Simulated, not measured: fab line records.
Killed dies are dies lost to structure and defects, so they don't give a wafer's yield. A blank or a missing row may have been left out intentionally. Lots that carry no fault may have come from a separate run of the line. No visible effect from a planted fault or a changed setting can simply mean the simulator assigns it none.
A struck lot beside a sound one    flow nandHarc    15 out of 1302 route steps
Sound: wafers L636.1, L636.4, L636.6. Wafers struck: L627.3, L627.6. Last of all comes the cause.
Each step with rows lists, per side, the tool, then ch with its chambers, then its first start. Under that, the readings that differ: sound wafers    struck wafers    difference of the means    sigmas: that difference in standard deviations of wafers without a fault.
alike: words and numbers the same on both sides, and readings whose means are apart by under 2 such deviations; not compared: readings that were withheld, readings missing a value for some wafer, numbers with overlapping values and no deviation given by the record, and bounds like >300 which may hide the same value.
The two part at a step that has a row with sigmas, a row that says differs or no value, or rows on one side only. Numbers that have no deviation but don't overlap get no sigmas and don't part them. A reading that every wafer of one side lacks parts them only if that side has two wafers or more.

first, 1 step without rows for these wafers: NHARC_A_ONON_D1_DEP_12 (target thk 1000 nm).
NHARC_A_ONON_D1_THK_MEAS_14: measures by ellipsometry.
  sound on filmMetro-01, day 16 14:02; struck on filmMetro-01, day 12 12:04
  alike: thkNm
then, 2 steps without rows for these wafers: NHARC_A_ONON_D1_ANNEAL_15 (time 3600 s); NHARC_A_ONON_D1_DEP_16 (target thk 1000 nm).
NHARC_A_ONON_D1_THK_MEAS_18: measures by ellipsometry.
  sound on filmMetro-01, day 16 22:04; struck on filmMetro-02, day 12 19:53
  alike: thkNm
next comes 1 step that has no rows for these wafers: NHARC_A_ONON_D1_DEP_19 (target thickness 1000 nm).
NHARC_A_ONON_D1_THK_MEAS_21: measures by ellipsometry.
  sound on filmMetro-01, day 16 22:43; struck on filmMetro-02, day 12 20:26
  alike: thkNm
next comes 1 step that has no rows for these wafers: NHARC_A_ONON_D1_DEP_22 (target thickness 1000 nm).
NHARC_A_ONON_D1_THK_MEAS_24: measures by ellipsometry.
  sound on filmMetro-01, day 16 23:17; struck on filmMetro-01, day 12 21:00
reading     sound           struck     difference  sigmas
thkNm (nm)  1005 1007 1004  1023 1023  +18         +2
next comes 1 step that has no rows for these wafers: NHARC_A_ONON_D1_DEP_25 (target thickness 1000 nm).
NHARC_A_ONON_D1_THK_MEAS_27: measures by ellipsometry.
  sound on filmMetro-01, day 16 23:52; struck on filmMetro-02, day 12 21:43
  alike: thkNm
NHARC_A_ONON_D1_DEP_28: target thk 1000 nm.
  sound on pecvdOnon-01 ch 0, day 16 23:55; struck on pecvdOnon-04 ch 0, day 12 21:53
NHARC_A_ONON_D1_THK_MEAS_30: measures by ellipsometry.
  sound on filmMetro-01, day 17 00:25; struck on filmMetro-02, day 12 22:17
reading     sound        struck   difference  sigmas
thkNm (nm)  997 999 997  566 567  -431        -44
NHARC_A_ONON_D1_DEP_33: deposits SiO2, target thk 200 nm.
  sound on pecvd-01 ch 0,1, day 17 00:33; struck on pecvd-03 ch 0,2, day 12 22:26
  alike: chamberPressureTorr, heaterPowerOuterW, heaterPowerW, throttleValvePct
-- record jumps: 15 days between struck wafers' starts before vs after; left off in module A_ONON_D1, resumes in module END, first step shown is number 1302 of the route --
NHARC_END_SORT_01:
  here the record holds rows for the struck wafers (prober-02 ch 0, day 28 09:50) but none for the sound ones

## WHERE THEY PART
Last at NHARC_END_SORT_01 as far as this record goes, first at NHARC_A_ONON_D1_THK_MEAS_24.

WHY: what the simulator had put in
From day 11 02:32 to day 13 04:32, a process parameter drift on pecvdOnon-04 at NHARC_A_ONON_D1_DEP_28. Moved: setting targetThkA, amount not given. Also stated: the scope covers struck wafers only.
